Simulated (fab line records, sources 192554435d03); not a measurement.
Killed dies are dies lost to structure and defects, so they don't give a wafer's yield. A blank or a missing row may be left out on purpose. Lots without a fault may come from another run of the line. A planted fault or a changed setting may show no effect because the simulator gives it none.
fab line records | flow n5_finfet
record lots=7 wafers=21
route steps=1938 shown BEOL_M9@1446 BEOL_M11@1554 BEOL_M12@1649 BEOL_M14@1716 BEOL_M15@1809
start_h: hours from the record's first day to the start of the lot's first wafer shown | wait_h: hours since the lot's step before | " the same as in the row above | L1.1+2: a row that stands for several wafers | - no value, or no start given | * or withheld: withheld | < > ~ a bound
route shown NAME@n: a module of which the file shows steps, and the number in the route of the first | usual: mean/standard deviation of fault-free wafers | same: alike in all rows | chamber/n: place in a boat | sites: the reading at each site | _std_site: their standard deviation | _edge_site: outer sites' mean less inner sites' | radius_mm: how far each site lies from the wafer's centre | mask NAME#n: copy n | behind: the tool/chamber that last shaped the wafer | hold: why the lot was held/for how many hours/how that ended | device: the transistor (n, p or np) that didn't switch | end of line: the same wafers' tests at the end of the route | a step without rows: its recipe alone | killed: dies lost to structure and defects at the first sort, not the wafer's yield | map: a wafer's dies, x killed, . not, _ none there
set.NAME: the setting as run; set.NAME@STEP: as run at that earlier step | model.NAME: the simulator's own value behind a step, which no gauge read
lots whose settings were changed on purpose; a table a step, a row a wafer
## steps
# step N5_BEOL_M9_TRENCH_ETCH_37
# recipe chemistry=C4F6/O2 target_depth_a=1514.3 target=SiCOH_lowk time_s=49 ion_energy_ev=250 pressure_mtorr=30 source_w=345 bias_w=185 Ar_flow_sccm=300 C4F6_flow_sccm=10 O2_flow_sccm=10
# usual rf_vpp_V=666/10
# columns lot.wafer tool chamber start_h wait_h set.source_w rf_vpp_V
L082.1 rie_diel-02 1 - - 345 667
L082.2 " 3 " " 310.3 716
L082.4 " 0 " " 345 671
L077.2 rie_diel-02 0 - - 345 671
L077.4 " 3 " " 372.8 652
L077.5 " 3 " " 372.8 654
L083.2 rie_diel-02 0 - - 345 671
L083.4 " 1 " " 379.5 634
L083.5 " 2 " " 345 666
L086.1 rie_diel-01 1 - - 287.1 709
L086.3 " 3 " " 287.1 755
L086.5 " 0 " " 287.1 729
L087.1 rie_diel-02 2 - - 345 665
L087.2 " 0 " " 395.9 624
L087.4 " 1 " " 345 667
L090.2 rie_diel-02 3 - - 345 678
L090.3 " 1 " " 345 665
L090.5 " 3 " " 296.2 733
L092.1 rie_diel-02 0 - - 345 672
L092.2 " 1 " " 345 666
L092.4 " 3 " " 345 678
# step N5_BEOL_M11_ETCH_62
# recipe chemistry=N2/H2 target=SOC target_depth_a=1100 overetch_a=220 mask_material=SiARC temp_c=40 time_s=165 ion_energy_ev=200 pressure_mtorr=30 source_w=840 bias_w=150 n2_flow_sccm=200 h2_flow_sccm=200
# columns lot.wafer tool chamber start_h wait_h set.time_s model.SiARC_of_BEOL_M11_COAT_60.thk_nm
L082.1 rie_diel-01 2 280.17 0.0 165 23.6
L082.2 " 1 " " 165 23.8
L082.4 " 3 " " 165 23.4
L077.2 rie_diel-02 2 287.24 0.0 182.5 23.2
L077.4 " 2 " " 165 24
L077.5 " 0 " " 182.5 22.8
L083.2 rie_diel-02 2 299.78 0.0 197.9 22.6
L083.4 " 0 " " 197.9 22
L083.5 " 2 " " 165 23.8
L086.1 rie_diel-06 0 315.78 0.0 165 23.4
L086.3 " 3 " " 165 23.6
L086.5 " 1 " " 194 22.2
L087.1 rie_diel-02 0 322.49 0.0 149.6 24
L087.2 " 3 " " 165 23.4
L087.4 " 2 " " 165 24
L090.2 rie_diel-06 0 339.66 0.0 179.2 22.6
L090.3 " 1 " " 179.2 23
L090.5 " 1 " " 165 23.4
L092.1+2 rie_diel-06 0,2 347.91 0.0 165 23.4
L092.4 " 1 " " 165 23.6
# step N5_BEOL_M11_STRIP_68
# recipe chemistry=N2/H2 temp_c=40 n2_flow_sccm=200 h2_flow_sccm=200 rf_frequency_hz=6e+07
# step N5_BEOL_M11_STRIP_67
# recipe chemistry=CF4 resist=SiARC power_w=300 bias_power_w=75 pressure_mtorr=50 cf4_flow_sccm=150 rf_frequency_hz=6e+07
# step N5_BEOL_M11_HM_OPEN_17
# recipe chemistry=Cl2/BCl3 target_depth_a=200 overetch_a=60 target=TiN mask_material=SOC ion_energy_ev=150 pressure_mtorr=10 icp_w=1000 bias_w=126 Cl2_flow_sccm=53.25 bcl3_flow_sccm=21.75 Ar_flow_sccm=25
# columns lot.wafer tool chamber start_h wait_h set.time_s@BEOL_M11_ETCH_62 model.etch.depth_nm
L082.1 rie_metal-03 0 280.36 0.0 165 20.19
L082.2 " 1 " " 165 19.87
L082.4 " 1 " " 165 20.45
L077.2 rie_metal-02 1 287.43 0.0 182.5 18.45
L077.4 " 1 " " 165 19.89
L077.5 " 1 " " 182.5 18.1
L083.2 rie_metal-02 1 299.96 0.0 197.9 16.67
L083.4 " 1 " " 197.9 16.8
L083.5 " 1 " " 165 19.99
L086.1 rie_metal-02 1 315.97 0.0 165 20.02
L086.3 " 0 " " 165 19.56
L086.5 " 0 " " 194 17.34
L087.1 rie_metal-02 0 322.69 0.0 149.6 19.73
L087.2 " 1 " " 165 19.7
L087.4 " 1 " " 165 19.76
L090.2 rie_metal-03 1 339.85 0.0 179.2 18.6
L090.3 " 0 " " 179.2 18.7
L090.5 " 1 " " 165 19.82
L092.1 rie_metal-01 1 348.10 0.0 165 19.4
L092.2 " 0 " " 165 19.37
L092.4 " 0 " " 165 19.46
# step N5_BEOL_M11_COAT_63
# recipe resist=SOC temp_c=250 time_s=60 spin_rpm=1500 resist_thk_nm=100
# columns lot.wafer tool chamber start_h wait_h set.spin_rpm model.SOC_of_BEOL_M11_COAT_63.thk_nm
L082.1 litho_track-03 0 281.84 1.2 1500 100.6
L082.2 " 0 " " 1621 96.2
L082.4 " 0 " " 1500 100
L077.2+5 litho_track-05 0 289.10 1.5 1500 100.2
L077.4 " 0 " " 1500 100
L083.2 litho_track-01 0 300.80 0.6 1500 100.4
L083.4 " 0 " " 1442 102.4
L083.5 " 0 " " 1500 100
L086.1+3+5 litho_track-03 0 316.34 0.2 1500 100
L087.1 litho_track-05 0 324.13 1.3 1331 105.6
L087.2 " 0 " " 1331 105.8
L087.4 " 0 " " 1500 99.8
L090.2 litho_track-05 0 340.06 0.0 1500 100
L090.3 " 0 " " 1500 100.2
L090.5 " 0 " " 1500 99.8
L092.1+4 litho_track-03 0 348.40 0.1 1500 100.6
L092.2 " 0 " " 1500 100.4
# step N5_BEOL_M11_COAT_64
# recipe resist=SiARC temp_c=220 time_s=60 spin_rpm=1500 resist_thk_nm=30
# step N5_BEOL_M11_COAT_22
# recipe resist=CAR-ArF spin_rpm=1500 resist_thk_nm=90
# step N5_BEOL_M11_DESCUM_33
# recipe chemistry=O2 time_s=7.9 source_power_w=50 bias_power_w=20 pressure_mtorr=20 rf_frequency_hz=2.712e+07 temp_c=40 resist=CAR-ArF o2_flow_sccm=225
# step N5_BEOL_M11_ETCH_65
# recipe chemistry=CF4 target=SiARC target_depth_a=390 mask_material=CAR-ArF time_s=65 ion_energy_ev=80 pressure_mtorr=40 source_w=545 bias_w=36 Ar_flow_sccm=100 cf4_flow_sccm=100 ends=cleared
# step N5_BEOL_M11_ETCH_66
# recipe chemistry=N2/H2 target=SOC target_depth_a=1200 overetch_a=240 mask_material=SiARC temp_c=40 time_s=180 ion_energy_ev=200 pressure_mtorr=30 source_w=840 bias_w=150 n2_flow_sccm=200 h2_flow_sccm=200
# columns lot.wafer tool chamber start_h wait_h set.spin_rpm@BEOL_M11_COAT_63 model.etch.depth_nm
L082.1 rie_diel-02 0 282.91 0.0 1500 100.6
L082.2 " 1 " " 1621 96.17
L082.4 " 3 " " 1500 100.1
L077.2 rie_diel-02 2 289.99 0.0 1500 100.2
L077.4 " 1 " " 1500 99.94
L077.5 " 0 " " 1500 100.1
L083.2 rie_diel-01 0 301.46 0.0 1500 100.5
L083.4 " 3 " " 1442 102.3
L083.5 " 3 " " 1500 99.92
L086.1+3 rie_diel-02 2,0 316.77 0.0 1500 100.1
L086.5 " 2 " " 1500 99.93
L087.1 rie_diel-06 0 325.35 0.0 1331 105.5
L087.2 " 3 " " 1331 105.9
L087.4 " 1 " " 1500 99.86
L090.2 rie_diel-01 1 341.26 0.0 1500 100.1
L090.3 " 0 " " 1500 100.2
L090.5 " 1 " " 1500 99.88
L092.1+4 rie_diel-02 2,1 349.16 0.0 1500 100.7
L092.2 " 3 " " 1500 100.5
# step N5_BEOL_M11_STRIP_69
# recipe chemistry=N2/H2 temp_c=40 n2_flow_sccm=200 h2_flow_sccm=200 rf_frequency_hz=6e+07
# step N5_BEOL_M11_VIA_ETCH_34
# recipe chemistry=C4F6/O2 target=SiCOH_lowk target_depth_a=1845 mask_material=SOC taper_deg=4 time_s=69.2 ion_energy_ev=250 pressure_mtorr=30 source_w=345 bias_w=185 Ar_flow_sccm=300 C4F6_flow_sccm=10 O2_flow_sccm=10
# columns lot.wafer tool chamber start_h wait_h set.spin_rpm@BEOL_M11_COAT_63 model.SOC_of_BEOL_M11_COAT_63.thk_nm
L082.1 rie_diel-02 0 283.03 0.0 1500 92.4
L082.2 " 1 " " 1621 88
L082.4 " 3 " " 1500 92
L077.2 rie_diel-02 2 290.11 0.0 1500 92.4
L077.4 " 1 " " 1500 91.8
L077.5 " 0 " " 1500 92
L083.2 rie_diel-01 0 301.58 0.0 1500 92.4
L083.4 " 3 " " 1442 94.4
L083.5 " 3 " " 1500 92
L086.1 rie_diel-02 2 316.89 0.0 1500 92.4
L086.3 " 0 " " 1500 92
L086.5 " 2 " " 1500 92.2
L087.1 rie_diel-06 0 325.47 0.0 1331 97.2
L087.2 " 3 " " 1331 97.8
L087.4 " 1 " " 1500 92
L090.2 rie_diel-01 1 341.38 0.0 1500 92.4
L090.3 " 0 " " 1500 92.2
L090.5 " 1 " " 1500 92
L092.1 rie_diel-02 2 349.28 0.0 1500 93
L092.2 " 3 " " 1500 92.4
L092.4 " 1 " " 1500 92.6
# step N5_BEOL_M11_ALD_74
# recipe material=TaN target_thk_a=20 temp_c=275 ald_precursor_family=PDMAT ald_co_reactant=NH3 pressure_torr=3 carrier_flow_sccm=1500 pulse_time_s=2 purge_time_s=3 co_reactant_purge_time_s=2 co_reactant_pulse_time_s=3 ald_cycles=40 precursor_vessel_temp_c=75 precursor_vessel_pressure_torr=26.25 precursor_vessel_carrier_sccm=1000
# columns lot.wafer tool chamber start_h wait_h set.ald_cycles model.TaN_of_BEOL_M11_ALD_74.thk_nm
L082.1 ald_metal-04 2 284.01 0.0 37 1.8
L082.2+4 " 1,0 " " 40 2
L077.2+5 ald_metal-02 1 291.06 0.1 40 2
L077.4 " 3 " " 43 2.2
L083.2 ald_metal-01 1 302.66 0.0 37 1.8
L083.4+5 " 2,3 " " 40 2
L086.1+5 ald_metal-01 1,0 318.30 0.1 43 2.2
L086.3 " 2 " " 40 2
L087.1+2+4 ald_metal-04 3,0,1 327.30 0.1 40 2
L090.2 ald_metal-01 3 343.64 0.0 40 2
L090.3+5 " 1 " " 34 1.6
L092.1+2+4 ald_metal-01 3,1,0 351.31 0.0 40 2
# step N5_BEOL_M12_SPUTTER_44
# recipe material=Ta target_thk_a=100 temp_c=50 bias_v=80 power_w=15000 chamber_pressure_pa=0.07 time_s=16.13
# columns lot.wafer tool chamber start_h wait_h set.time_s model.Ta_of_BEOL_M12_SPUTTER_44.thk_nm
L082.1+2 pvd_sputter-03 - 291.36 0.0 14.19 8.6
L082.4 " - " " 16.13 10
L077.2 pvd_sputter-03 - 298.92 0.0 17.72 11
L077.4 " - " " 16.13 9.8
L077.5 " - " " 16.13 10
L083.2 pvd_sputter-01 - 307.16 0.0 16.13 10
L083.4+5 " - " " 16.13 9.8
L086.1 pvd_sputter-02 - 325.52 0.0 15.48 9.6
L086.3 " - " " 16.13 10
L086.5 " - " " 15.48 9.4
L087.1+2 pvd_sputter-03 - 334.35 0.0 14.78 9
L087.4 " - " " 16.13 9.8
L090.2 pvd_sputter-02 - 347.97 0.0 14.2 8.6
L090.3+5 " - " " 16.13 10
L092.1 pvd_sputter-01 - 360.63 0.0 16.13 9.8
L092.2+4 " - " " 16.13 9.6
# step N5_BEOL_M14_ILD_DEP_00
# recipe material=SiO2 target_thk_a=11193 temp_c=400 precursor=TEOS/O2 pressure_torr=6.5 rf_w=900 teos_flow_sccm=161.4 gas=O2 flow_sccm=2650 time_s=237.4
# columns lot.wafer tool chamber start_h wait_h set.time_s model.SiO2_of_BEOL_M14_ILD_DEP_00.thk_nm
L082.1 pecvd-01 0 299.75 0.0 237.4 1113
L082.2 " 1 " " 214.5 1022
L082.4 " 2 " " 237.4 1140
L077.2 pecvd-04 1 305.80 0.0 237.4 1090
L077.4 " 1 " " 257 1205
L077.5 " 0 " " 257 1221
L083.2 pecvd-01 1 312.72 0.0 237.4 1119
L083.4 " 2 " " 237.4 1115
L083.5 " 1 " " 237.4 1117
L086.1 pecvd-01 1 333.05 0.0 237.4 1119
L086.3 " 2 " " 225.5 1052
L086.5 " 1 " " 225.5 1065
L087.1 pecvd-01 1 339.32 0.0 237.4 1103
L087.2 " 0 " " 248.9 1162
L087.4 " 2 " " 248.9 1177
L090.2 pecvd-01 2 353.88 0.0 237.4 1133
L090.3 " 0 " " 237.4 1101
L090.5 " 0 " " 237.4 1131
L092.1 pecvd-04 2 366.57 0.0 237.4 1099
L092.2 " 0 " " 237.4 1114
L092.4 " 0 " " 237.4 1124
# step N5_BEOL_M14_THK_MEAS_01
# recipe reads=SiO2_of_BEOL_M14_ILD_DEP_00
# usual M14_ILD_THK=1121/15
# columns lot.wafer tool chamber start_h wait_h set.time_s@BEOL_M14_ILD_DEP_00 M14_ILD_THK[nm]
L082.1 film_metro-01 - 299.94 0.1 237.4 1113
L082.2 " - " " 214.5 1022
L082.4 " - " " 237.4 1139
L077.2 film_metro-01 - 305.99 0.1 237.4 1090
L077.4 " - " " 257 1205
L077.5 " - " " 257 1221
L083.2 film_metro-02 - 312.98 0.2 237.4 1118
L083.4 " - " " 237.4 1116
L083.5 " - " " 237.4 1117
L086.1 film_metro-02 - 333.24 0.1 237.4 1119
L086.3 " - " " 225.5 1053
L086.5 " - " " 225.5 1065
L087.1 film_metro-01 - 339.51 0.1 237.4 1103
L087.2 " - " " 248.9 1162
L087.4 " - " " 248.9 1177
L090.2 film_metro-01 - 354.07 0.1 237.4 1134
L090.3 " - " " 237.4 1101
L090.5 " - " " 237.4 1131
L092.1 film_metro-01 - 366.76 0.1 237.4 1100
L092.2 " - " " 237.4 1114
L092.4 " - " " 237.4 1125
# step N5_BEOL_M14_PEB_08
# recipe peb_temp_c=130 peb_time_s=90
# columns lot.wafer tool chamber start_h wait_h set.peb_temp_c
L082.1+2+4 litho_track-01 0 300.13 0.1 130
L077.2+4 litho_track-04 0 306.18 0.0 130
L077.5 " 0 " " 126.4
L083.2+5 litho_track-04 0 313.18 0.0 133
L083.4 " 0 " " 130
L086.1+3 litho_track-03 0 333.56 0.1 126.9
L086.5 " 0 " " 130
L087.1+4 litho_track-03 0 339.70 0.1 128.4
L087.2 " 0 " " 130
L090.2+3 litho_track-03 0 354.41 0.0 132.2
L090.5 " 0 " " 130
L092.1+2+4 litho_track-03 0 366.95 0.1 130
# step N5_BEOL_M14_DEVELOP_09
# recipe develop_time_s=45 rinse_liquid=diw dry=air_spin dev_temp_c=21
# step N5_BEOL_M14_HARDBAKE_14
# recipe temp_c=130 time_s=120
# step N5_BEOL_M14_CD_MEAS_10
# recipe target_cd_nm=250 landing_energy_ev=500 detector=se_inlens polarity=opening
# usual cd_nm=249.8/2.1
# columns lot.wafer tool chamber start_h wait_h set.peb_temp_c@BEOL_M14_PEB_08 cd_nm
L082.1 cd_sem-03 0 300.25 - 130 249.1
L082.2 " 0 " " 130 246.9
L082.4 " 0 " " 130 247.0
L077.2 cd_sem-01 0 306.30 - 130 253.3
L077.4 " 0 " " 130 251.9
L077.5 " 0 " " 126.4 232.9
L083.2 cd_sem-03 0 313.29 - 133 261.2
L083.4 " 0 " " 130 251.1
L083.5 " 0 " " 133 261.1
L086.1 cd_sem-01 0 333.67 - 126.9 233.6
L086.3 " 0 " " 126.9 234.2
L086.5 " 0 " " 130 250.5
L087.1 cd_sem-03 0 339.82 - 128.4 243.9
L087.2 " 0 " " 130 254.0
L087.4 " 0 " " 128.4 245.8
L090.2 cd_sem-01 0 354.53 - 132.2 261.8
L090.3 " 0 " " 132.2 262.3
L090.5 " 0 " " 130 252.0
L092.1 cd_sem-01 0 367.06 - 130 252.4
L092.2 " 0 " " 130 250.8
L092.4 " 0 " " 130 249.7
# step N5_BEOL_M14_DESCUM_15
# recipe chemistry=O2 time_s=7.9 source_power_w=50 bias_power_w=20 pressure_mtorr=20 rf_frequency_hz=2.712e+07 temp_c=40 o2_flow_sccm=225
# step N5_BEOL_M14_ETCH_59
# recipe chemistry=N2/H2 target=BARC target_depth_a=890 overetch_a=267 time_s=67.9 ion_energy_ev=200 pressure_mtorr=30 source_w=840 bias_w=150 n2_flow_sccm=200 h2_flow_sccm=200
# step N5_BEOL_M14_VIA_ETCH_16
# recipe chemistry=C4F8/O2/Ar target=SiO2 he_inner_torr=15 he_outer_torr=30 target_depth_a=12313 time_s=withheld ion_energy_ev=800 pressure_mtorr=20 source_w=1905 bias_w=2040 Ar_flow_sccm=400 C4F8_flow_sccm=16 O2_flow_sccm=12 ends=cleared
# columns lot.wafer tool chamber start_h wait_h set.time_s@BEOL_M14_ILD_DEP_00 model.etch.depth_nm model.coat_of_BEOL_M14_COAT_04.thk_nm
L082.1 rie_diel-04 0 300.61 0.0 * 1113 459.2
L082.2 " 3 " " * 1022 473.8
L082.4 " 2 " " * 1140 446
L077.2 rie_diel-03 1 306.79 0.0 * 1090 465
L077.4 " 3 " " * 1205 433.6
L077.5 " 0 " " * 1221 422.2
L083.2 rie_diel-04 2 313.46 0.0 * 1119 451.2
L083.4 " 3 " " * 1115 455.8
L083.5 " 1 " " * 1117 456.2
L086.1 rie_diel-04 2 333.85 0.0 * 1119 448.4
L086.3 " 3 " " * 1052 467.8
L086.5 " 2 " " * 1065 462.4
L087.1 rie_diel-03 3 339.99 0.0 * 1103 458.4
L087.2 " 1 " " * 1162 446.2
L087.4 " 0 " " * 1177 431.8
L090.2 rie_diel-03 0 355.19 0.0 * 1133 442
L090.3 " 2 " " * 1101 454.6
L090.5 " 1 " " * 1131 453.4
L092.1 rie_diel-03 2 367.24 0.0 * 1099 457.2
L092.2 " 3 " " * 1114 458.4
L092.4 " 1 " " * 1124 456.4
# step N5_BEOL_M14_STRIP_63
# recipe chemistry=O2 power_w=600 temp_c=60 pressure_mtorr=30 rf_frequency_hz=6e+07 bias_power_w=0 overash_fraction=0.3 o2_flow_sccm=225
# step N5_BEOL_M14_STRIP_64
# recipe chemistry=O2 power_w=600 temp_c=60 pressure_mtorr=30 rf_frequency_hz=6e+07 bias_power_w=0 overash_fraction=0.3 o2_flow_sccm=225
# step N5_BEOL_M14_STRIP_71
# recipe chemistry=post_etch_residue_remover time_s=60 temp_c=25 remover_ph=withheld remover_water_wt_pct=withheld remover_fluoride_wt_pct=withheld
# step N5_BEOL_M14_SRD_72
# recipe time_s=30 temp_c=23 rinse_liquid=diw dry=n2_spin spin_rpm=1500 dry_time_s=30
# step N5_BEOL_M14_CD_MEAS_17
# recipe target_cd_nm=250 polarity=opening
# usual cd_nm=251.1/2.5
# columns lot.wafer tool chamber start_h wait_h set.peb_temp_c@BEOL_M14_PEB_08 cd_nm
L082.1 cd_sem-03 - 300.95 0.0 130 246.9
L082.2 " - " " 130 247.6
L082.4 " - " " 130 247.8
L077.2 cd_sem-03 - 307.14 0.0 130 253.1
L077.4 " - " " 130 255.8
L077.5 " - " " 126.4 237.0
L083.2 cd_sem-03 - 313.81 0.0 133 261.3
L083.4 " - " " 130 252.7
L083.5 " - " " 133 261.7
L086.1 cd_sem-01 - 334.19 0.0 126.9 235.0
L086.3 " - " " 126.9 234.8
L086.5 " - " " 130 250.4
L087.1 cd_sem-01 - 340.47 0.0 128.4 245.4
L087.2 " - " " 130 254.5
L087.4 " - " " 128.4 247.6
L090.2 cd_sem-03 - 355.58 0.0 132.2 263.5
L090.3 " - " " 132.2 260.4
L090.5 " - " " 130 252.1
L092.1 cd_sem-02 - 367.65 0.0 130 252.4
L092.2 " - " " 130 253.6
L092.4 " - " " 130 250.7
# step N5_BEOL_M15_TRENCH_ETCH_34
# recipe chemistry=C4F8/O2/Ar target=SiO2 target_depth_a=8729.3 he_inner_torr=15 he_outer_torr=30 time_s=199 ion_energy_ev=800 pressure_mtorr=20 source_w=1905 bias_w=2040 Ar_flow_sccm=400 C4F8_flow_sccm=16 O2_flow_sccm=12
# columns lot.wafer tool chamber start_h wait_h set.time_s model.etch.depth_nm
L082.1 rie_diel-01 1 307.81 0.0 199 879.3
L082.2 " 2 " " 199 878.7
L082.4 " 3 " " 199 865.3
L077.2 rie_diel-02 2 313.96 0.0 199 841.6
L077.4 " 1 " " 199 864.4
L077.5 " 3 " " 199 892
L083.2 rie_diel-06 3 321.73 0.0 199 869.4
L083.4 " 2 " " 199 887
L083.5 " 1 " " 199 865.9
L086.1 rie_diel-02 3 340.17 0.0 173.4 770.1
L086.3 " 2 " " 199 830
L086.5 " 3 " " 199 881.9
L087.1 rie_diel-06 2 345.59 0.0 168.9 729.9
L087.2 " 1 " " 199 851.4
L087.4 " 3 " " 168.9 725.8
L090.2 rie_diel-01 3 362.26 0.0 199 860.8
L090.3 " 2 " " 199 860.7
L090.5 " 3 " " 199 863.5
L092.1 rie_diel-06 2 375.37 0.0 199 874.8
L092.2 " 3 " " 199 902.7
L092.4 " 0 " " 199 898.6
## key
split step=N5_BEOL_M9_TRENCH_ETCH_37 setting=source_w stated=345 by=wafer
response step=N5_BEOL_M9_TRENCH_ETCH_37 reading=rf_vpp_V change=-3.62 per=1% r=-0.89
split step=N5_BEOL_M11_ETCH_62 setting=time_s stated=165 by=wafer
response step=N5_BEOL_M11_ETCH_62 reading=model.SiARC_of_BEOL_M11_COAT_60.thk_nm change=-0.0728 per=1% r=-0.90
response step=N5_BEOL_M11_HM_OPEN_17 reading=model.etch.depth_nm shape=bent at_lowest=19.73 at_stated=19.81 at_highest=16.73
split step=N5_BEOL_M11_COAT_63 setting=spin_rpm stated=1500 by=wafer
response step=N5_BEOL_M11_COAT_63 reading=model.SOC_of_BEOL_M11_COAT_63.thk_nm change=-0.522 per=1% r=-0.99
response step=N5_BEOL_M11_ETCH_66 reading=model.etch.depth_nm change=-0.52 per=1% r=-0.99
response step=N5_BEOL_M11_VIA_ETCH_34 reading=model.SOC_of_BEOL_M11_COAT_63.thk_nm change=-0.504 per=1% r=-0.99
split step=N5_BEOL_M11_ALD_74 setting=ald_cycles stated=40 by=wafer
response step=N5_BEOL_M11_ALD_74 reading=model.TaN_of_BEOL_M11_ALD_74.thk_nm change=+0.0267 per=1% r=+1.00
split step=N5_BEOL_M12_SPUTTER_44 setting=time_s stated=16.13 by=wafer
response step=N5_BEOL_M12_SPUTTER_44 reading=model.Ta_of_BEOL_M12_SPUTTER_44.thk_nm change=+0.113 per=1% r=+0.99
split step=N5_BEOL_M14_ILD_DEP_00 setting=time_s stated=237.4 by=wafer
response step=N5_BEOL_M14_ILD_DEP_00 reading=model.SiO2_of_BEOL_M14_ILD_DEP_00.thk_nm change=+12.6 per=1% r=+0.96
response step=N5_BEOL_M14_THK_MEAS_01 reading=M14_ILD_THK change=+12.6 per=1% r=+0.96
response step=N5_BEOL_M14_VIA_ETCH_16 reading=model.etch.depth_nm change=+12.6 per=1% r=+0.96
response step=N5_BEOL_M14_VIA_ETCH_16 reading=model.coat_of_BEOL_M14_COAT_04.thk_nm change=-3.28 per=1% r=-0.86
split step=N5_BEOL_M14_PEB_08 setting=peb_temp_c stated=130 by=wafer
response step=N5_BEOL_M14_CD_MEAS_10 reading=cd_nm change=+6.31 per=1% r=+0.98
response step=N5_BEOL_M14_CD_MEAS_17 reading=cd_nm change=+5.73 per=1% r=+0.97
split step=N5_BEOL_M15_TRENCH_ETCH_34 setting=time_s stated=199 by=wafer
response step=N5_BEOL_M15_TRENCH_ETCH_34 reading=model.etch.depth_nm change=+7.54 per=1% r=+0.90
